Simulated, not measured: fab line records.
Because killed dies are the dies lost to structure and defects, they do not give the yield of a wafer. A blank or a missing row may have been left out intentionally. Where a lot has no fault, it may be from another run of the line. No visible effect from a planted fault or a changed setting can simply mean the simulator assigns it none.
Chamber matching / flow nand harc / rie diel-11 running NHARC_P_BONDPAD_ACTIVATE_29: 4 sister chambers
The step chemistry N2, time 60 s. 4 wafers are shown with their chamber, then 12 later ones without.

WAFERS, EACH WITH ITS CHAMBER
wafer=L091.2; chamber=2; showerhead plenum p Torr (Torr)=1.76
wafer=L091.6; chamber=0; showerhead plenum p Torr (Torr)=1.72
wafer=L091.3; chamber=3; showerhead plenum p Torr (Torr)=1.72
wafer=L091.5; chamber=1; showerhead plenum p Torr (Torr)=1.66

WAFERS WITHOUT THEIR CHAMBER
wafer=L092.3; showerhead plenum p Torr (Torr)=1.72
wafer=L092.4; showerhead plenum p Torr (Torr)=1.76
wafer=L092.6; showerhead plenum p Torr (Torr)=1.66
wafer=L094.1; showerhead plenum p Torr (Torr)=1.66
wafer=L094.2; showerhead plenum p Torr (Torr)=1.76
wafer=L094.5; showerhead plenum p Torr (Torr)=1.76
wafer=L096.2; showerhead plenum p Torr (Torr)=1.71
wafer=L096.3; showerhead plenum p Torr (Torr)=1.72
wafer=L096.5; showerhead plenum p Torr (Torr)=1.71
wafer=L097.3; showerhead plenum p Torr (Torr)=1.72
wafer=L097.4; showerhead plenum p Torr (Torr)=1.71
wafer=L097.5; showerhead plenum p Torr (Torr)=1.72

THE CHAMBER EACH PASSED THROUGH
wafer=L092.3; from the rows above=can't be placed: 0 or 3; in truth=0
wafer=L092.4; from the rows above=2; in truth=2
wafer=L092.6; from the rows above=1; in truth=1
wafer=L094.1; from the rows above=1; in truth=1
wafer=L094.2; from the rows above=2; in truth=2
wafer=L094.5; from the rows above=2; in truth=2
wafer=L096.2; from the rows above=can't be placed: 0 or 3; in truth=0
wafer=L096.3; from the rows above=can't be placed: 0 or 3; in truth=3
wafer=L096.5; from the rows above=can't be placed: 0 or 3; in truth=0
wafer=L097.3; from the rows above=can't be placed: 0 or 3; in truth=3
wafer=L097.4; from the rows above=can't be placed: 0 or 3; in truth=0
wafer=L097.5; from the rows above=can't be placed: 0 or 3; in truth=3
Placed correctly: 5 of 12. Unplaceable from these rows: 7, with the true chamber sitting among the candidates in 7. 0 placed wrongly.
How it was worked out, from the rows above alone: a wafer's distance from a chamber is the root of the sum, over the readings, of the square of ((its reading less the chamber's mean) divided by the reading's scatter). If the next closest chamber is less than 2 further off than the closest, the wafer can't be placed; otherwise it belongs to the closest. The mean given for a chamber averages the wafers shown for that chamber. The scatter (one wafer shown for each chamber): square how far every hidden wafer sits from the nearest shown wafer, average those squares and take the square root.
